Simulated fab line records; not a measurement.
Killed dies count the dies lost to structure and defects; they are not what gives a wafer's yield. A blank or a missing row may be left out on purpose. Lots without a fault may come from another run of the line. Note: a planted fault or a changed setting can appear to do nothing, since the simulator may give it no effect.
A single fault, viewed from 2 desks + flow n5 finfet + each desk holds nothing but its own numbers, with what lay behind them at the end

## THE METROLOGY DESK
What the gauges read, lot by lot, whatever tool the lot ran on: means of the sampled wafers that have a number. Any lot whose mean is over 4 standard deviations away from the usual mean is out of limits and marked OUT; that distance is given in the brackets. 7 of its 10 readings are shown, namely those furthest out on some lot.
Columns: A = DIBL_P at N5_BEOL_M4_RC_MEAS_101, usual 36.4 mV/V; B = IOFF_P at N5_BEOL_M4_RC_MEAS_101, usual 0.22 nA/um; C = ION_N at N5_BEOL_M4_RC_MEAS_101, usual 675 uA/um; D = ION_P at N5_BEOL_M4_RC_MEAS_101, usual 463 uA/um; E = SS_P at N5_BEOL_M4_RC_MEAS_101, usual 73.3 mV/dec; F = VT_N at N5_BEOL_M4_RC_MEAS_101, usual 250 mV; G = VT_P at N5_BEOL_M4_RC_MEAS_101, usual -250 mV
| lot  | first seen here | A    | B    | C   | D   | E    | F   | G    |
|------|-----------------|------|------|-----|-----|------|-----|------|
| L661 | day 9 17:16     | 36.3 | 0.18 | 671 | 456 | 72.9 | 251 | -254 |
| L663 | day 10 02:59    | 36.8 | 0.21 | 674 | 465 | 73.6 | 249 | -249 |
| L665 | day 10 15:55    | 35.6 | 0.20 | 670 | 458 | 73.3 | 251 | -250 |
| L666 | day 11 12:28    | 39.2 | 0.27 | 690 | 476 | 74.2 | 248 | -247 |
| L669 | day 12 20:27    | 37.7 | 0.25 | 681 | 467 | 73.3 | 247 | -247 |
| L670 | day 12 23:00    | 35.8 | 0.25 | 688 | 473 | 73.2 | 247 | -245 |
| L676 | day 13 20:44    | 34.4 | 0.20 | 676 | 461 | 73.7 | 250 | -248 |
| L679 | day 14 09:46    | 37.1 | 0.26 | 689 | 471 | 73.0 | 245 | -245 |
| L682 | day 16 21:25    | 35.5 | 0.22 | 672 | 461 | 72.9 | 250 | -250 |
This desk's finding: nothing out of limits on any of the 9 lots.

## TOOL OWNER'S DESK, litho track-04
The tool's own readings at N5_MOL_CONTACT_COAG_COAT_103 (time 60 s, resist thk 80 nm): means of the sampled wafers that have a number, for each lot that ran on this tool. Any lot whose mean is over 4 standard deviations away from the usual mean is out of limits and marked OUT; that distance is given in the brackets.
Columns: A = exhaust pa at N5_MOL_CONTACT_COAG_COAT_103, usual 44.9 Pa; B = heater power total W at N5_MOL_CONTACT_COAG_COAT_103, usual 500.2 W; C = plate temp C at N5_MOL_CONTACT_COAG_COAT_103, usual 250.02 C; D = resist line temp C at N5_MOL_CONTACT_COAG_COAT_103, usual 22.98 C
| lot  | first seen here | A    | B               | C                | D     |
|------|-----------------|------|-----------------|------------------|-------|
| L661 | day 5 08:45     | 44.5 | 499.9           | 250.02           | 23.04 |
| L663 | day 5 16:30     | 44.0 | 478.8 (-11) OUT | 240.79 (-54) OUT | 22.81 |
| L666 | day 6 13:41     | 44.2 | 477.2 (-12) OUT | 240.70 (-55) OUT | 22.95 |
| L669 | day 7 05:20     | 44.3 | 476.6 (-12) OUT | 240.76 (-54) OUT | 22.76 |
| L679 | day 9 17:19     | 45.4 | 500.2           | 250.06           | 23.01 |
This desk finds L663, L666, L669 out of limits, L663 being first, at day 5 16:30 (heater power total W at N5_MOL_CONTACT_COAG_COAT_103). L661, L679 stayed within limits.

## TAKEN TOGETHER
The tool owner's desk had the chance to raise an alarm at day 5 16:30 on L663, L666, L669.
The metrology desk saw nothing out of limits.
The metrology desk has L663, L666, L669 on record, within its limits.
All the named lots went through N5_MOL_CONTACT_COAG_COAT_103 on litho track-04.

## WHAT THE SIMULATOR PUT IN
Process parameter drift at N5_MOL_CONTACT_COAG_COAT_103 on litho track-04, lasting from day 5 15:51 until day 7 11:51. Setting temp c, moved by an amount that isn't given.
Lots struck among those shown: L663, L666, L669.
Delay in hours, fault start to first out-of-limits reading, by desk: the tool owner's desk at 1.
